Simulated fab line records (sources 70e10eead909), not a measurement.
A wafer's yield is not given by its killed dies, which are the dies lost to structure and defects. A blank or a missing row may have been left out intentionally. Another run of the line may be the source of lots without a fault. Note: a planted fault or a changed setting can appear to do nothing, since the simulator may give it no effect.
3 desks, one fault | flow nand_harc | what lay behind the numbers comes last; until then each desk has only its own

== TOOL OWNER'S DESK, rie_diel-07 ==
The tool's own readings at NHARC_P_STI_ETCH_42 (etches the open film in N2/H2, target depth 80 nm, overetch 24 nm, time 61 s): means of the sampled wafers that have a number, for each lot that ran on this tool. Marked OUT: a lot whose mean sits more than 4 standard deviations from the usual mean, which makes it out of limits; the brackets give that distance.
Columns: A = drypump_motor_current_A at NHARC_P_STI_ETCH_42, usual 5.7 A; B = oes_product_au at NHARC_P_STI_ETCH_42, usual 0.999 a.u.; C = rf_vpp_V at NHARC_P_STI_ETCH_42, usual 430.6 V; D = showerhead_plenum_p_Torr at NHARC_P_STI_ETCH_42, usual 2.04 Torr; E = throttle_valve_pct at NHARC_P_STI_ETCH_42, usual 14.173 %
lot  | first seen here | A   | B                | C     | D    | E
L719 | day 4 22:22     | 6.2 | 1.001            | 432.8 | 2.13 | 14.180
L725 | day 6 06:41     | 5.3 | 1.003            | 430.0 | 2.00 | 14.153
L729 | day 7 05:21     | 5.7 | 0.955 (-5.1) OUT | 432.0 | 2.07 | 14.173
This desk finds L729 out of limits, L729 being first, at day 7 05:21 (oes_product_au at NHARC_P_STI_ETCH_42). L719, L725 stayed within limits.

== THE DEFECT DESK ==
What the inspections along the route counted, lot by lot: means of the sampled wafers that have a number. Marked OUT: a lot whose mean sits more than 4 standard deviations from the usual mean, which makes it out of limits; the brackets give that distance.
Columns: A = raw_defect_count at NHARC_P_START_INSPECT_01, usual 3.5; B = raw_defect_count at NHARC_P_ZERO_WELL_INSPECT_43, usual 14
lot  | first seen here | A   | B
L710 | day 1 12:03     | 5.3 | 14
L711 | day 1 18:02     | 4.0 | 12
L712 | day 2 00:02     | 2.7 | 17
L713 | day 2 06:02     | 4.0 | 14
L714 | day 2 12:02     | 1.7 | 10
L718 | day 3 12:02     | 3.3 | 18
L719 | day 3 18:02     | 2.7 | 8
L725 | day 5 06:02     | 3.7 | 22
L729 | day 6 06:02     | 5.7 | 17
L730 | day 6 12:02     | 2.7 | 15
L731 | day 6 18:02     | 2.7 | 19
L732 | day 7 00:02     | 4.0 | 9
L733 | day 7 06:02     | 2.3 | 20
This desk found nothing out of limits on any of the 13 lots.

== METROLOGY DESK ==
What the gauges read, lot by lot, whatever tool the lot ran on: means of the sampled wafers that have a number. Marked OUT: a lot whose mean sits more than 4 standard deviations from the usual mean, which makes it out of limits; the brackets give that distance.
Columns: A = cd_nm at NHARC_P_ZERO_WELL_CD_MEAS_11, usual 500.2 nm
lot  | first seen here | A
L710 | day 1 13:07     | 500.6
L711 | day 1 19:07     | 500.6
L712 | day 2 01:14     | 500.6
L713 | day 2 07:14     | 501.6
L714 | day 2 13:16     | 501.5
L718 | day 3 13:18     | 500.0
L719 | day 3 19:24     | 499.3
L725 | day 5 07:15     | 501.6
L729 | day 6 07:14     | 501.4
L730 | day 6 13:25     | 497.8
L731 | day 6 19:14     | 498.6
L732 | day 7 01:14     | 497.7
L733 | day 7 07:14     | 499.5
This desk found nothing out of limits on any of the 13 lots.

== BROUGHT TOGETHER ==
At day 7 05:21, on L729, the tool owner's desk was in a position to raise an alarm.
The defect desk saw nothing out of limits.
Metrology desk: nothing out of limits seen.
The defect desk has L729 on record, within its limits.
The metrology desk has L729 on record, within its limits.
Of the lots named, all ran NHARC_P_STI_ETCH_42 on rie_diel-07.

== WHAT HAD BEEN PUT IN BY THE SIMULATOR ==
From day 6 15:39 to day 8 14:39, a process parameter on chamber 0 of rie_diel-07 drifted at NHARC_P_STI_ETCH_42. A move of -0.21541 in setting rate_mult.
Shown lots that were struck: L729.
Time in hours from fault onset to the first out-of-limits reading at each desk: the tool owner's desk, 14.
